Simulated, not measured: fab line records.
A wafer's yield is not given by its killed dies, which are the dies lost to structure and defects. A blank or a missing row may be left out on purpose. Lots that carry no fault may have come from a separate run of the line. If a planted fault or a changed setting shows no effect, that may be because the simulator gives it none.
Which of the tools did it? | flow n5 finfet | 23 lots with 69 wafers sampled at 6 steps, on a route of 1938 steps

== WHAT EACH GAUGE READ, for each wafer ==
Not one reading of a measure or inspect step in the record can be checked against a usual standard deviation.

== EACH LOT AND THE TOOL THAT RAN IT (in order: tool; ch and the chambers of the sampled wafers; start) ==
lot  | N5_BEOL_M1_ETCH_64                 | N5_BEOL_M1_STRIP_66                | N5_BEOL_M1_ETCH_69                 | N5_BEOL_M1_DEGAS_44          | N5_BEOL_M1_ANNEAL_80         | N5_BEOL_M1_SPUTTER_88
L074 | rie diel-05 ch 0,1, day 5 23:24    | rie diel-05 ch 0,1, day 5 23:32    | rie diel-04 ch 1,2, day 6 00:22    | pvd sputter-02, day 6 01:40  | pvd sputter-03, day 6 03:51  | pvd sputter-03, day 6 04:26
L075 | rie diel-02 ch 2,3, day 6 13:38    | rie diel-02 ch 2,3, day 6 13:46    | rie diel-02 ch 0,2, day 6 14:29    | pvd sputter-03, day 6 19:17  | pvd sputter-01, day 6 20:23  | pvd sputter-01, day 6 20:58
L076 | rie diel-04 ch 0,3, day 6 19:25    | rie diel-04 ch 0,3, day 6 19:33    | rie diel-04 ch 0,2, day 6 20:35    | pvd sputter-03, day 6 22:17  | pvd sputter-03, day 6 23:08  | pvd sputter-03, day 6 23:43
L077 | rie diel-05 ch 0,2,3, day 6 19:38  | rie diel-05 ch 0,2,3, day 6 19:46  | rie diel-02 ch 2,3, day 6 20:41    | pvd sputter-02, day 6 22:31  | pvd sputter-01, day 6 23:23  | pvd sputter-01, day 6 23:58
L078 | rie diel-05 ch 0,2,3, day 6 20:22  | rie diel-05 ch 0,2,3, day 6 20:30  | rie diel-05 ch 0,3, day 6 21:20    | pvd sputter-03, day 6 22:43  | pvd sputter-02, day 6 23:35  | pvd sputter-02, day 7 00:10
L079 | rie diel-04 ch 0,2,3, day 7 01:59  | rie diel-04 ch 0,2,3, day 7 02:07  | rie diel-04 ch 1,2, day 7 02:50    | pvd sputter-01, day 7 04:49  | pvd sputter-03, day 7 06:07  | pvd sputter-03, day 7 06:42
L080 | rie diel-04 ch 0,1,3, day 7 16:07  | rie diel-04 ch 0,1,3, day 7 16:14  | rie diel-04 ch 0,1,3, day 7 16:58  | pvd sputter-03, day 7 23:47  | pvd sputter-02, day 8 01:00  | pvd sputter-02, day 8 01:35
L081 | rie diel-02 ch 1,2, day 7 17:46    | rie diel-02 ch 1,2, day 7 17:53    | rie diel-05 ch 0,3, day 7 18:36    | pvd sputter-01, day 7 20:24  | pvd sputter-02, day 7 21:24  | pvd sputter-02, day 7 21:59
L082 | rie diel-04 ch 0,1,2, day 8 00:17  | rie diel-04 ch 0,1,2, day 8 00:25  | rie diel-05 ch 0,1, day 8 01:08    | pvd sputter-02, day 8 03:04  | pvd sputter-02, day 8 03:58  | pvd sputter-02, day 8 07:07
L083 | rie diel-05 ch 0,1,2, day 8 11:28  | rie diel-05 ch 0,1,2, day 8 11:35  | rie diel-05 ch 0,1,2, day 8 12:29  | pvd sputter-01, day 8 14:10  | pvd sputter-03, day 8 15:02  | pvd sputter-03, day 8 15:37
L084 | rie diel-05 ch 2,3, day 8 14:22    | rie diel-05 ch 2,3, day 8 14:29    | rie diel-02 ch 0,1, day 8 15:20    | pvd sputter-02, day 8 18:35  | pvd sputter-01, day 8 19:35  | pvd sputter-01, day 8 20:10
L085 | rie diel-02 ch 2,3, day 8 19:54    | rie diel-02 ch 2,3, day 8 20:02    | rie diel-04 ch 0,3, day 8 20:52    | pvd sputter-02, day 9 02:26  | pvd sputter-02, day 9 03:22  | pvd sputter-02, day 9 03:57
L086 | rie diel-02 ch 0,2,3, day 9 07:56  | rie diel-02 ch 0,2,3, day 9 08:04  | rie diel-04 ch 0,2, day 9 08:52    | pvd sputter-02, day 9 09:40  | pvd sputter-01, day 9 10:41  | pvd sputter-01, day 9 11:16
L087 | rie diel-04 ch 0,1,2, day 9 12:39  | rie diel-04 ch 0,1,2, day 9 12:46  | rie diel-04 ch 1,2, day 9 13:30    | pvd sputter-02, day 9 20:43  | pvd sputter-03, day 9 23:32  | pvd sputter-03, day 10 00:07
L088 | rie diel-05 ch 0,1,3, day 9 18:47  | rie diel-05 ch 0,1,3, day 9 18:55  | rie diel-04 ch 0,1,2, day 9 19:43  | pvd sputter-03, day 10 01:41 | pvd sputter-03, day 10 02:34 | pvd sputter-03, day 10 03:09
L089 | rie diel-05 ch 0,2,3, day 10 02:01 | rie diel-05 ch 0,2,3, day 10 02:09 | rie diel-02 ch 0,1, day 10 03:00   | pvd sputter-02, day 10 04:13 | pvd sputter-01, day 10 06:43 | pvd sputter-01, day 10 07:17
L090 | rie diel-04 ch 0,1,3, day 10 07:37 | rie diel-04 ch 0,1,3, day 10 07:45 | rie diel-04 ch 0,1,3, day 10 08:28 | pvd sputter-01, day 10 09:22 | pvd sputter-01, day 10 10:14 | pvd sputter-01, day 10 10:49
L091 | rie diel-02 ch 0,2,3, day 10 12:04 | rie diel-02 ch 0,2,3, day 10 12:11 | rie diel-02 ch 0,2,3, day 10 13:01 | pvd sputter-02, day 10 16:33 | pvd sputter-01, day 10 17:31 | pvd sputter-01, day 10 18:05
L092 | rie diel-04 ch 0,2,3, day 10 12:33 | rie diel-04 ch 0,2,3, day 10 12:41 | rie diel-05 ch 0,1,2, day 10 13:31 | pvd sputter-01, day 10 19:03 | pvd sputter-03, day 10 19:54 | pvd sputter-03, day 10 20:29
L093 | rie diel-02 ch 1,2, day 10 14:51   | rie diel-02 ch 1,2, day 10 14:59   | rie diel-05 ch 0,1,3, day 10 15:49 | pvd sputter-02, day 10 23:48 | pvd sputter-02, day 11 00:49 | pvd sputter-02, day 11 01:24
L094 | rie diel-04 ch 0,2,3, day 11 03:38 | rie diel-04 ch 0,2,3, day 11 03:45 | rie diel-02 ch 0,2,3, day 11 04:38 | pvd sputter-02, day 11 06:49 | pvd sputter-02, day 11 07:54 | pvd sputter-02, day 11 08:29
L096 | rie diel-05 ch 0,2,3, day 11 16:46 | rie diel-05 ch 0,2,3, day 11 16:53 | rie diel-02 ch 0,2,3, day 11 17:44 | pvd sputter-02, day 11 20:22 | pvd sputter-02, day 11 23:02 | pvd sputter-02, day 11 23:37
L097 | rie diel-04 ch 0,1,2, day 11 20:17 | rie diel-04 ch 0,1,2, day 11 20:25 | rie diel-02 ch 1,2,3, day 11 21:15 | pvd sputter-01, day 11 23:33 | pvd sputter-01, day 12 00:31 | pvd sputter-01, day 12 01:05
- N5_BEOL_M1_ETCH_64: etches SOC in N2/H2, target depth 75 nm, overetch 15 nm, time 112.5 s.
- N5_BEOL_M1_STRIP_66: strips in CF4.
- N5_BEOL_M1_ETCH_69: etches SiARC in CF4, target depth 15.6 nm, time 26 s.
- N5_BEOL_M1_DEGAS_44: time 60 s.
- N5_BEOL_M1_ANNEAL_80: time 240 s.
- N5_BEOL_M1_SPUTTER_88: material Cu, target thk 4.5 nm, time 8.29 s.

== AS READ BY THE TOOLS THEMSELVES (means over the sampled wafers that have a number; for cases with no such wafer, the mark the record gives instead) ==
N5_BEOL_M1_ETCH_64. Usual: drypump motor current A 5.8 A, standard deviation 0.44; h2 flow sccm 200.0 sccm, standard deviation 0.65; oes product au 0.61 a.u., standard deviation 0.055; rf vpp V 523.6 V, standard deviation 2.3; showerhead plenum p Torr 2.53 Torr, standard deviation 0.077; throttle valve pct 17.81 %, standard deviation 0.23.
lot  | tool        | drypump motor current A (A) | h2 flow sccm (sccm) | oes product au (a.u.) | rf vpp V (V) | showerhead plenum p Torr (Torr) | throttle valve pct (%) | flag
L074 | rie diel-05 | 6.2                         | 200.5               | 0.59                  | 525.7        | 2.61                            | 17.84                  |
L075 | rie diel-02 | 6.1                         | 199.4               | 0.58                  | 525.6        | 2.60                            | 17.84                  |
L076 | rie diel-04 | 5.2                         | 199.9               | 0.58                  | 520.8        | 2.45                            | 17.75                  |
L077 | rie diel-05 | 5.8                         | 200.0               | 0.63                  | 524.5        | 2.56                            | 17.71                  |
L078 | rie diel-05 | 5.8                         | 199.6               | 0.63                  | 524.5        | 2.56                            | 17.71                  |
L079 | rie diel-04 | 5.6                         | 200.2               | 0.57                  | 522.9        | 2.49                            | 17.79                  |
L080 | rie diel-04 | 5.2                         | 200.0               | 0.61                  | 522.7        | 2.51                            | 17.73                  |
L081 | rie diel-02 | 6.1                         | 200.2               | 0.60                  | 524.1        | 2.52                            | 18.08                  |
L082 | rie diel-04 | 5.5                         | 200.0               | 0.62                  | 522.0        | 2.52                            | 17.86                  |
L083 | rie diel-05 | 5.9                         | 199.5               | 0.59                  | 526.6        | 2.61                            | 17.84                  |
L084 | rie diel-05 | 5.8                         | 200.1               | 0.60                  | 523.1        | 2.51                            | 17.62                  |
L085 | rie diel-02 | 6.2                         | 199.9               | 0.57                  | 525.4        | 2.60                            | 17.88                  |
L086 | rie diel-02 | 6.0                         | 200.2               | 0.57                  | 523.9        | 2.55                            | 17.90                  |
L087 | rie diel-04 | 5.6                         | 200.6               | 0.61                  | 523.9        | 2.51                            | 17.87                  |
L088 | rie diel-05 | 6.2                         | 199.7               | 0.60                  | 524.7        | 2.54                            | 17.78                  |
L089 | rie diel-05 | 5.9                         | 200.5               | 0.61                  | 524.4        | 2.54                            | 17.75                  |
L090 | rie diel-04 | 5.2                         | 199.8               | 0.67                  | 522.6        | 2.50                            | 17.59                  |
L091 | rie diel-02 | 6.0                         | 199.3               | 0.57                  | 525.2        | 2.55                            | 17.92                  |
L092 | rie diel-04 | 5.6                         | 200.3               | 0.63                  | 522.7        | 2.48                            | 17.67                  |
L093 | rie diel-02 | 6.1                         | 200.0               | 0.59                  | 523.2        | 2.51                            | 18.12                  |
L094 | rie diel-04 | 5.6                         | 200.7               | 0.63                  | 521.9        | 2.48                            | 17.67                  |
L096 | rie diel-05 | 5.8                         | 199.8               | 0.60                  | 522.6        | 2.54                            | 17.78                  |
L097 | rie diel-04 | 5.5                         | 200.0               | 0.60                  | 523.3        | 2.50                            | 17.91                  |

N5_BEOL_M1_STRIP_66. Usual: cf4 flow sccm 149.9 sccm, standard deviation 0.43; drypump motor current A 5.8 A, standard deviation 0.44; oes product au 0.76 a.u., standard deviation 0.069; rf vpp V 270.9 V, standard deviation 1.4; showerhead plenum p Torr 1.79 Torr, standard deviation 0.05; throttle valve pct 13.65 %, standard deviation 0.21.
lot  | tool        | cf4 flow sccm (sccm) | drypump motor current A (A) | oes product au (a.u.) | rf vpp V (V) | showerhead plenum p Torr (Torr) | throttle valve pct (%) | flag
L074 | rie diel-05 | 149.8                | 6.2                         | 0.75                  | 272.4        | 1.86                            | 13.69                  |
L075 | rie diel-02 | 150.3                | 6.1                         | 0.72                  | 270.5        | 1.84                            | 13.65                  |
L076 | rie diel-04 | 149.8                | 5.2                         | 0.72                  | 269.9        | 1.73                            | 13.63                  |
L077 | rie diel-05 | 150.0                | 5.8                         | 0.78                  | 271.0        | 1.82                            | 13.60                  |
L078 | rie diel-05 | 149.9                | 5.8                         | 0.78                  | 271.3        | 1.82                            | 13.61                  |
L079 | rie diel-04 | 150.1                | 5.6                         | 0.71                  | 270.9        | 1.75                            | 13.65                  |
L080 | rie diel-04 | 150.0                | 5.2                         | 0.76                  | 270.5        | 1.77                            | 13.55                  |
L081 | rie diel-02 | 149.3                | 6.1                         | 0.75                  | 270.3        | 1.78                            | 13.78                  |
L082 | rie diel-04 | 150.0                | 5.5                         | 0.77                  | 270.6        | 1.78                            | 13.68                  |
L083 | rie diel-05 | 149.9                | 5.9                         | 0.74                  | 271.4        | 1.85                            | 13.67                  |
L084 | rie diel-05 | 149.4                | 5.8                         | 0.76                  | 271.3        | 1.79                            | 13.61                  |
L085 | rie diel-02 | 149.8                | 6.2                         | 0.72                  | 272.4        | 1.83                            | 13.68                  |
L086 | rie diel-02 | 149.7                | 5.9                         | 0.71                  | 270.6        | 1.80                            | 13.70                  |
L087 | rie diel-04 | 149.8                | 5.5                         | 0.76                  | 269.4        | 1.77                            | 13.69                  |
L088 | rie diel-05 | 149.5                | 6.2                         | 0.76                  | 271.4        | 1.82                            | 13.73                  |
L089 | rie diel-05 | 149.8                | 5.8                         | 0.76                  | 271.5        | 1.81                            | 13.67                  |
L090 | rie diel-04 | 149.7                | 5.2                         | 0.84                  | 270.6        | 1.76                            | 13.41                  |
L091 | rie diel-02 | 150.0                | 6.0                         | 0.71                  | 270.6        | 1.80                            | 13.72                  |
L092 | rie diel-04 | 149.6                | 5.5                         | 0.80                  | 269.4        | 1.75                            | 13.51                  |
L093 | rie diel-02 | 150.4                | 6.1                         | 0.74                  | 270.5        | 1.77                            | 13.84                  |
L094 | rie diel-04 | 149.9                | 5.6                         | 0.78                  | 269.2        | 1.74                            | 13.53                  |
L096 | rie diel-05 | 149.8                | 5.8                         | 0.75                  | 270.5        | 1.81                            | 13.68                  |
L097 | rie diel-04 | 150.3                | 5.6                         | 0.75                  | 270.9        | 1.77                            | 13.73                  |

N5_BEOL_M1_ETCH_69. Usual: for cf4 flow sccm, 99.98 sccm with a standard deviation of 0.3; for drypump motor current A, 5.8 A with a standard deviation of 0.42; for etch rf on time s, 26.1 s with a standard deviation of 0.43; for oes product au, 0.64 a.u. with a standard deviation of 0.052; for rf vpp V, 184.0 V with a standard deviation of 1.2; for showerhead plenum p Torr, 2.14 Torr with a standard deviation of 0.057; for throttle valve pct, 15.70 % with a standard deviation of 0.15.
lot  | tool        | cf4 flow sccm (sccm) | drypump motor current A (A) | etch rf on time s (s) | oes product au (a.u.) | rf vpp V (V) | showerhead plenum p Torr (Torr) | throttle valve pct (%) | flag
L074 | rie diel-04 | 99.63                | 5.9                         | 25.8                  | 0.68                  | 184.2        | 2.16                            | 15.73                  |
L075 | rie diel-02 | 100.08               | 6.1                         | 26.3                  | 0.63                  | 184.1        | 2.19                            | 15.74                  |
L076 | rie diel-04 | 100.18               | 5.5                         | 25.9                  | 0.63                  | 182.4        | 2.09                            | 15.79                  |
L077 | rie diel-02 | 100.20               | 6.0                         | 26.1                  | 0.62                  | 183.9        | 2.15                            | 15.57                  |
L078 | rie diel-05 | 99.91                | 6.1                         | 25.4                  | 0.71                  | 184.3        | 2.12                            | 15.65                  |
L079 | rie diel-04 | 99.85                | 5.5                         | 26.7                  | 0.71                  | 185.0        | 2.17                            | 15.64                  |
L080 | rie diel-04 | 100.02               | 5.2                         | 26.1                  | 0.65                  | 183.3        | 2.12                            | 15.59                  |
L081 | rie diel-05 | 99.89                | 6.1                         | 25.3                  | 0.71                  | 183.7        | 2.15                            | 15.70                  |
L082 | rie diel-05 | 99.86                | 6.2                         | 26.0                  | 0.63                  | 184.5        | 2.21                            | 15.72                  |
L083 | rie diel-05 | 100.37               | 5.9                         | 26.1                  | 0.64                  | 185.3        | 2.20                            | 15.66                  |
L084 | rie diel-02 | 99.68                | 5.9                         | 26.4                  | 0.64                  | 183.7        | 2.08                            | 15.87                  |
L085 | rie diel-04 | 100.03               | 5.3                         | 26.1                  | 0.60                  | 183.5        | 2.09                            | 15.59                  |
L086 | rie diel-04 | 99.90                | 5.9                         | 26.0                  | 0.62                  | 183.6        | 2.10                            | 15.84                  |
L087 | rie diel-04 | 100.07               | 5.5                         | 26.5                  | 0.69                  | 183.7        | 2.16                            | 15.68                  |
L088 | rie diel-04 | 100.23               | 5.5                         | 26.3                  | 0.65                  | 183.1        | 2.12                            | 15.76                  |
L089 | rie diel-02 | 100.18               | 5.9                         | 26.2                  | 0.63                  | 183.5        | 2.10                            | 15.85                  |
L090 | rie diel-04 | 99.84                | 5.2                         | 26.4                  | 0.72                  | 183.3        | 2.11                            | 15.47                  |
L091 | rie diel-02 | 99.87                | 6.0                         | 26.2                  | 0.61                  | 186.0        | 2.15                            | 15.72                  |
L092 | rie diel-05 | 100.02               | 5.9                         | 26.0                  | 0.62                  | 184.9        | 2.20                            | 15.69                  |
L093 | rie diel-05 | 99.85                | 6.2                         | 25.9                  | 0.64                  | 183.8        | 2.15                            | 15.72                  |
L094 | rie diel-02 | 100.07               | 5.9                         | 26.3                  | 0.61                  | 184.6        | 2.15                            | 15.73                  |
L096 | rie diel-02 | 99.70                | 6.0                         | 26.2                  | 0.60                  | 184.3        | 2.14                            | 15.73                  |
L097 | rie diel-02 | 99.70                | 6.0                         | 26.0                  | 0.62                  | 183.6        | 2.13                            | 15.76                  |

N5_BEOL_M1_DEGAS_44. Usual: 356 W for heater power w, sd 49.
lot  | tool           | heater power w (W) | flag
L074 | pvd sputter-02 | 377                |
L075 | pvd sputter-03 | 347                |
L076 | pvd sputter-03 | 330                |
L077 | pvd sputter-02 | 357                |
L078 | pvd sputter-03 | 359                |
L079 | pvd sputter-01 | 409                |
L080 | pvd sputter-03 | 346                |
L081 | pvd sputter-01 | 332                |
L082 | pvd sputter-02 | 323                |
L083 | pvd sputter-01 | 307                |
L084 | pvd sputter-02 | 416                |
L085 | pvd sputter-02 | 325                |
L086 | pvd sputter-02 | 386                |
L087 | pvd sputter-02 | 349                |
L088 | pvd sputter-03 | 357                |
L089 | pvd sputter-02 | 382                |
L090 | pvd sputter-01 | 307                |
L091 | pvd sputter-02 | 353                |
L092 | pvd sputter-01 | 343                |
L093 | pvd sputter-02 | 353                |
L094 | pvd sputter-02 | 377                |
L096 | pvd sputter-02 | 352                |
L097 | pvd sputter-01 | 402                |

N5_BEOL_M1_ANNEAL_80. Usual: 882 W for heater power w, sd 120.
lot  | tool           | heater power w (W) | flag
L074 | pvd sputter-03 | 785                |
L075 | pvd sputter-01 | 858                |
L076 | pvd sputter-03 | 815                |
L077 | pvd sputter-01 | 935                |
L078 | pvd sputter-02 | 942                |
L079 | pvd sputter-03 | 886                |
L080 | pvd sputter-02 | 889                |
L081 | pvd sputter-02 | 874                |
L082 | pvd sputter-02 | 882                |
L083 | pvd sputter-03 | 891                |
L084 | pvd sputter-01 | 770                |
L085 | pvd sputter-02 | 870                |
L086 | pvd sputter-01 | 828                |
L087 | pvd sputter-03 | 846                |
L088 | pvd sputter-03 | 903                |
L089 | pvd sputter-01 | 865                |
L090 | pvd sputter-01 | 850                |
L091 | pvd sputter-01 | 900                |
L092 | pvd sputter-03 | 818                |
L093 | pvd sputter-02 | 953                |
L094 | pvd sputter-02 | 877                |
L096 | pvd sputter-02 | 952                |
L097 | pvd sputter-01 | 897                |

N5_BEOL_M1_SPUTTER_88. Usual: 30.5 % for throttle valve pct, sd 0.86.
lot  | tool           | throttle valve pct (%) | flag
L074 | pvd sputter-03 | 30.8                   |
L075 | pvd sputter-01 | 30.7                   |
L076 | pvd sputter-03 | 29.7                   |
L077 | pvd sputter-01 | 30.8                   |
L078 | pvd sputter-02 | 30.8                   |
L079 | pvd sputter-03 | 29.7                   |
L080 | pvd sputter-02 | 30.3                   |
L081 | pvd sputter-02 | 30.9                   |
L082 | pvd sputter-02 | 30.4                   |
L083 | pvd sputter-03 | 29.7                   |
L084 | pvd sputter-01 | 30.9                   |
L085 | pvd sputter-02 | 30.2                   |
L086 | pvd sputter-01 | 30.9                   |
L087 | pvd sputter-03 | 29.7                   |
L088 | pvd sputter-03 | 29.8                   |
L089 | pvd sputter-01 | 30.6                   |
L090 | pvd sputter-01 | 31.1                   |
L091 | pvd sputter-01 | 31.2                   |
L092 | pvd sputter-03 | 30.3                   |
L093 | pvd sputter-02 | 30.0                   |
L094 | pvd sputter-02 | 30.3                   |
L096 | pvd sputter-02 | 30.3                   |
L097 | pvd sputter-01 | 31.6                   |

== THE ANSWER, worked out from the rows above alone ==
Rule: lot off if the mean of its wafers having a number is beyond 3 standard deviations from the usual mean. A lot without any number at a reading at which 4 lots or more have one is off too. The other lots that the step has rows for count as sound. After the gauges, taken in route order, come the tools' own readings; for these a lot's mean is taken, as printed above. The first step at which some lot is off is used, and at that step the reading that is off furthest; a lot without a number counts as furthest.
Across all readings shown, no lot is off: no conclusion can be drawn from this.

== WHAT THE SIMULATOR PUT IN ==
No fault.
